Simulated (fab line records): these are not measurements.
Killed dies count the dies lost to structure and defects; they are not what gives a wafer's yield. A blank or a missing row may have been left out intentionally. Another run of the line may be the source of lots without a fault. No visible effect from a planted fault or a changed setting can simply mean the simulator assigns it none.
Which tool was responsible? ; flow n5_finfet ; 18 wafers sampled from 6 lots at 1 step of a route of 1938

== WHAT THE GAUGES READ, wafer by wafer ==
N5_HKMG_FIN_INSPECT_61: inspects for defects (macro).
lot;measured;on;raw_defect_count
L626;day 4 11:18;defect_inspect-02;2 2 3
L630;day 5 05:20;defect_inspect-01;0 0 4
L635;day 6 13:12;defect_inspect-02;3 3 0
L641;day 7 22:10;defect_inspect-02;1 2 3
L643;day 8 10:10;defect_inspect-01;0 1 4
L645;day 9 03:44;defect_inspect-01;1 1 1

== EACH LOT AND THE TOOL THAT RAN IT (in order: tool; ch and the chambers of the sampled wafers; start) ==
The record shows no process step preceding these readings.

== THE ANSWER, worked out from the rows above alone ==
Rule: what is usual is taken from the lots themselves. The widest of any qualifying gaps counts: lots, ordered by their means at a reading, are off when they make up no more than a third of the lots, leave a main group of 4 or more, and stand apart from it by 3 or more times the standard deviation of that group's means. Not used: any main group whose means are identical at the precision the tables above print for the reading. A lot without any number at a reading at which 4 lots or more have one is off too. Any other lot the step has rows for is counted as sound.
Nothing can be told from this: no lot is off at any reading shown.

== WHAT THE SIMULATOR HAD PUT IN ==
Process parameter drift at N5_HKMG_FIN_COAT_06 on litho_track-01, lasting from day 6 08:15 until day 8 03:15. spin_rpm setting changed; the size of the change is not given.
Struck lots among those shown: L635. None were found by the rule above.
